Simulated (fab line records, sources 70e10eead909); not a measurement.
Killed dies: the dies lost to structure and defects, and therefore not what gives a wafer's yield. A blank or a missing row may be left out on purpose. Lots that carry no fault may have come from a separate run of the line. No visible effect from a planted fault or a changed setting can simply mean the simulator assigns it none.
A sampling plan put to the test ; flow nandHarc ; each of the 20 faults these records tell of, on one fab line, judged from the records of the lots it struck
The plan consists of the line's own looks: route steps at which the wafer is read by a gauge or an inspection but not changed. A look is open to judgement when struck wafers have a number at it and the file gives its usual mean and standard deviation on fault-free wafers. Caught: at a look after the fault's first step, the mean of the struck wafers lies 4 or more of those standard deviations (sigma) from the usual mean. On the tool: here the same test is run on the tool's own readings at the fault's steps. It also counts as caught if the struck wafers ran another recipe or if their record alone is blank.

THE FAULTS, as the simulator had put them in
1. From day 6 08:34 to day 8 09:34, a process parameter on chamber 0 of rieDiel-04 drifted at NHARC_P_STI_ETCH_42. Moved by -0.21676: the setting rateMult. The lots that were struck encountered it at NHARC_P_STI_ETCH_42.
2. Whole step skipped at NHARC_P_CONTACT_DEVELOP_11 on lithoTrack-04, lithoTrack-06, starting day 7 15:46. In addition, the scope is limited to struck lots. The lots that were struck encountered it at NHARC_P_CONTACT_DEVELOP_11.
3. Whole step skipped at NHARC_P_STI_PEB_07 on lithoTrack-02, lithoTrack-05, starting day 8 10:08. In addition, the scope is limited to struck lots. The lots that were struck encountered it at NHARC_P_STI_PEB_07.
4. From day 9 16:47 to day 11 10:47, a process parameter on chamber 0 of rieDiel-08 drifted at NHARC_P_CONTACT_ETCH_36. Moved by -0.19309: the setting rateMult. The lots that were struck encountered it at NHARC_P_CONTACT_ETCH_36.
5. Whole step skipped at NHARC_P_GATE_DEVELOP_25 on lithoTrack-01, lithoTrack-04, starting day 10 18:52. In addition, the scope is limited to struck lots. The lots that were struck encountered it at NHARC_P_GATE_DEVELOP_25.
6. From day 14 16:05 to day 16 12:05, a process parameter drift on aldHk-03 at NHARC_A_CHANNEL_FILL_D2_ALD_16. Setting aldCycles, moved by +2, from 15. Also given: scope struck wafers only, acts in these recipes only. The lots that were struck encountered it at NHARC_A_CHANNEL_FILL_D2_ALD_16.
7. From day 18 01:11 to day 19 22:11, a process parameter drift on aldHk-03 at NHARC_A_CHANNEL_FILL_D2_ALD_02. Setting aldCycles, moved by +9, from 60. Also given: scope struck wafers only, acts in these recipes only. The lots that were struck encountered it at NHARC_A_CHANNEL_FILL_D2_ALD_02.
8. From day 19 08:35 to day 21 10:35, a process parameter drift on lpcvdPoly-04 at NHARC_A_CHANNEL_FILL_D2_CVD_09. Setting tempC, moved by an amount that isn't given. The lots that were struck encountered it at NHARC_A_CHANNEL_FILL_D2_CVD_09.
9. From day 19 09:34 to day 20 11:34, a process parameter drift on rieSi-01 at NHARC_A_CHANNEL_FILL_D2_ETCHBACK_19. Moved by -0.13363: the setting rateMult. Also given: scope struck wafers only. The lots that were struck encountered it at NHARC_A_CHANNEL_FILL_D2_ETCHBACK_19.
10. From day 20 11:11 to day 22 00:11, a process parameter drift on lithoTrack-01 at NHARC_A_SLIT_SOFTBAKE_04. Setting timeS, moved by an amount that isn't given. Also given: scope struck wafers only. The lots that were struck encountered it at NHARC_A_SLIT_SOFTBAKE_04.
11. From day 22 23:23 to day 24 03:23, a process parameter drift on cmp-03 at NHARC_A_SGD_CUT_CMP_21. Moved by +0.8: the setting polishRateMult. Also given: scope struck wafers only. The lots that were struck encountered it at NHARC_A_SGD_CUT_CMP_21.
12. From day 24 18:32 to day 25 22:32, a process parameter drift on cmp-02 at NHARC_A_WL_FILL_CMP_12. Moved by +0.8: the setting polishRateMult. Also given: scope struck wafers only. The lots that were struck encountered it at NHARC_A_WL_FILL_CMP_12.
13. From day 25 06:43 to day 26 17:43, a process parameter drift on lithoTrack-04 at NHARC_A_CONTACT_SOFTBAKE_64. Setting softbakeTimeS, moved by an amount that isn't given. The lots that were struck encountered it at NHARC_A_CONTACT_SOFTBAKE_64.
14. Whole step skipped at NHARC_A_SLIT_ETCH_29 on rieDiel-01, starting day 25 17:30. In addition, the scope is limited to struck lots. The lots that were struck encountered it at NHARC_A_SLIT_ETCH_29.
15. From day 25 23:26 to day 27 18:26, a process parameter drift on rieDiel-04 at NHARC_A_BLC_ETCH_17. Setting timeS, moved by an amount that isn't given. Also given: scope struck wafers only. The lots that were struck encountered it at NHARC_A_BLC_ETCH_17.
16. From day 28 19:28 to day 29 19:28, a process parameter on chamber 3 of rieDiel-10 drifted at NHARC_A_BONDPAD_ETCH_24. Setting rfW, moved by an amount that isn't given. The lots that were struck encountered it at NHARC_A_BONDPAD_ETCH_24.
17. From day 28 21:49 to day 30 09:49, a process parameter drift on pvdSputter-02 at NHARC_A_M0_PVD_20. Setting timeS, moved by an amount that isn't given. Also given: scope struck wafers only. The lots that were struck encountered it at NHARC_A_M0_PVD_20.
18. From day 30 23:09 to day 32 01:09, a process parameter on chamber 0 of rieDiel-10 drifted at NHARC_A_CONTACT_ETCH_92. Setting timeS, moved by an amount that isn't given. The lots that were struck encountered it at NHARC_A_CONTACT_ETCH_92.
19. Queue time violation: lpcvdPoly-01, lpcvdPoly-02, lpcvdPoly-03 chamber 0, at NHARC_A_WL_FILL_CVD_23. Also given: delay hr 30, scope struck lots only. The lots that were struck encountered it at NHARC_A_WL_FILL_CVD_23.
20. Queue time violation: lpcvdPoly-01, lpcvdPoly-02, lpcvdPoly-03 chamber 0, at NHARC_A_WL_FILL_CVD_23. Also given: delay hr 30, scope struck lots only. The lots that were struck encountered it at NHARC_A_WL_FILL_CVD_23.

WHAT THE PLAN SAW
fault;on the tool itself;first look that catches it;reading, sigma;median hours from its first step to that look;hours from the fault's start to the first struck lot there;judged looks passed uncaught
1;oesProductAu -16 sigma;not the one look that can be judged after it;-;-;-;1
2;the tool's record is blank for the struck wafers;no look after it can be judged;-;-;-;0
3;the tool's record is blank for the struck wafers;no look after it can be judged;-;-;-;0
4;oesProductAu -13 sigma;NHARC_END_SORT_01;killedAtPeriphery +11;446.6;465;1
5;the tool's record is blank for the struck wafers;no look after it can be judged;-;-;-;0
6;under 2 sigma;not the one look that can be judged after it;-;-;-;1
7;under 2 sigma;no look after it can be judged;-;-;-;0
8;tubeCenterTempC -99 or beyond sigma;not the one look that can be judged after it;-;-;-;1
9;oesProductAu -6.8 sigma;no look after it can be judged;-;-;-;0
10;heaterPowerTotalW +95 sigma;no look after it can be judged;-;-;-;0
11;timeToEndpointS -7.0 sigma;no look after it can be judged;-;-;-;0
12;only faintly: timeToEndpointS -3.2 sigma;none of the 2 looks that can be judged after it;-;-;-;2
13;heaterPowerTotalW +99 or beyond sigma;no look after it can be judged;-;-;-;0
14;the tool's record is blank for the struck wafers;not the one look that can be judged after it;-;-;-;1
15;runLengthS -34 sigma;not the one look that can be judged after it;-;-;-;1
16;rfFwdPowerW -45 sigma;not the one look that can be judged after it;-;-;-;1
17;under 2 sigma;not the one look that can be judged after it;-;-;-;1
18;runLengthS -77 sigma;no look after it can be judged;-;-;-;0
19;under 2 sigma;not the one look that can be judged after it;-;-;-;1
20;under 2 sigma;not the one look that can be judged after it;-;-;-;1
A dash: the fault isn't caught, or these records don't give the number.

Caught at a look: 1 of 20. Caught on the tool: 14 of 20. By one or the other: 14 of 20.
Faults caught by the tool alone: 1, 2, 3, 5, 8, 9, 10, 11, 13, 14, 15, 16, 18.
Caught by neither: faults 6, 7, 12, 17, 19, 20.

THINNER SAMPLING
Were the look that catches a fault to measure just every second or every third lot (counted by lot number), the first struck lot would, at worst, be measured this late:
fault;struck lots at that look, in order of time;every lot;every second lot;every third lot
4;L483;465 h;may miss it;may miss it
The hour figures run from when the fault began to the first measured lot among those it struck. Since the struck wafers were tested as one group against 4 sigma, a single lot by itself may lie under the limit. Other struck lots may not be in these records.

THE LONGEST TIMED WAY FROM STEP TO LOOK
In fault 4, a median of 446.6 hours elapses between NHARC_P_CONTACT_ETCH_36 and NHARC_END_SORT_01. The look between them that can be judged stayed within 4 sigma: NHARC_P_CONTACT_CD_MEAS_19.
